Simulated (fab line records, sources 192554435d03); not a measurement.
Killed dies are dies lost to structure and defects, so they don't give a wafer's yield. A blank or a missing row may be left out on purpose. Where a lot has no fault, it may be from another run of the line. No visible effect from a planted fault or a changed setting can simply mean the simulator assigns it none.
Comparing a struck lot with a sound one || flow n5Finfet || 34 out of 1938 route steps
Sound: these wafers, L581.2, L581.3, L581.4. Wafers struck: L585.1, L585.3, L585.4. The cause is named last.
At each step with rows: each side's tool, then ch and its chambers, then its first start. Under that, the readings that differ: sound wafers || struck wafers || difference of the means || sigmas: that difference in standard deviations of wafers without a fault.
alike: words and numbers the same on both sides, and readings whose means are apart by under 2 such deviations; not compared: readings that were withheld, readings missing a value for some wafer, numbers with overlapping values and no deviation given by the record, and bounds like >300 which may hide the same value.
A row with sigmas, a row that says differs or no value, or rows on one side alone: a step with any of these is where the two part. Numbers that have no deviation but don't overlap get no sigmas and don't part them. A reading missing from all wafers of one side parts the sides only when that side holds two or more wafers.

first, 9 steps without rows for these wafers: N5_BEOL_M10_SOFTBAKE_06 (time 60 s); N5_BEOL_M10_EXPOSE_08 (exposes mask M10); N5_BEOL_M10_PEB_09 (peb time 60 s); N5_BEOL_M10_DEVELOP_10 (develop time 30 s); N5_BEOL_M10_DESCUM_16 (chemistry O2, time 7.9 s); N5_BEOL_M10_ETCH_61 (etches SiARC in CF4, target depth 39 nm, time 65 s); N5_BEOL_M10_ETCH_62 (etches SOC in N2/H2, target depth 110 nm, overetch 22 nm, time 165 s); N5_BEOL_M10_STRIP_68 (strips in N2/H2); N5_BEOL_M10_STRIP_67 (strips in CF4).
N5_BEOL_M10_HM_OPEN_17: chemistry Cl2/BCl3, target TiN, target depth 20 nm, overetch 6 nm.
  sound on rieMetal-03 ch 0,1, day 12 12:31; struck on rieMetal-01 ch 0,1, day 13 13:55
  alike: drypumpMotorCurrentA, mfcArSccm, oes_ar_750_au, oesProductAu, throttleValvePct
  not compared: rfHoursCounterH
then, 23 steps without rows for these wafers: N5_BEOL_M10_STRIP_19 (strips in O2); N5_BEOL_M10_COAT_63 (time 60 s, resist thk 100 nm); N5_BEOL_M10_COAT_64 (time 60 s, resist thk 30 nm); N5_BEOL_M10_COAT_22 (resist thk 90 nm); N5_BEOL_M10_EBR_24; N5_BEOL_M10_SOFTBAKE_23 (time 60 s); N5_BEOL_M10_EXPOSE_25 (exposes mask V9); N5_BEOL_M10_PEB_26 (peb time 60 s); N5_BEOL_M10_DEVELOP_27 (develop time 30 s); N5_BEOL_M10_DESCUM_33 (chemistry O2, time 7.9 s); N5_BEOL_M10_ETCH_65 (etches SiARC in CF4, target depth 39 nm, time 65 s); N5_BEOL_M10_ETCH_66 (etches SOC in N2/H2, target depth 120 nm, overetch 24 nm, time 180 s); N5_BEOL_M10_STRIP_69 (strips in N2/H2); N5_BEOL_M10_VIA_ETCH_34 (etches SiCOH lowk in C4F6/O2, target depth 184.5 nm, time 69.2 s); N5_BEOL_M10_STRIP_73 (strips in C4F6/O2); N5_BEOL_M10_STRIP_36 (strips in N2/H2); N5_BEOL_M10_TRENCH_ETCH_37 (etches SiCOH lowk in C4F6/O2, target depth 148.83 nm, time 48 s); N5_BEOL_M10_ETCH_41 (etches SiCN in CH3F/O2, target depth 42.6 nm, time 86 s); N5_BEOL_M10_STRIP_77 (strips in N2/H2, time 10 s); N5_BEOL_M10_HM_STRIP_39 (strips TiN in peroxide tin strip, target depth 25 nm, time 158 s); N5_BEOL_M10_SRD_40 (time 30 s); N5_BEOL_M10_PRECLEAN_42 (cleans in residue remover, time 60 s); N5_BEOL_M10_SRD_43 (time 30 s).
N5_PASSIVATION_PROBE_49:
  only the struck wafers here have rows in the record (prober-02, day 15 13:15); the sound ones have none

## WHERE THEY PART
At N5_PASSIVATION_PROBE_49 and nowhere else, as far as this record goes.

WHY: what had been put in by the simulator
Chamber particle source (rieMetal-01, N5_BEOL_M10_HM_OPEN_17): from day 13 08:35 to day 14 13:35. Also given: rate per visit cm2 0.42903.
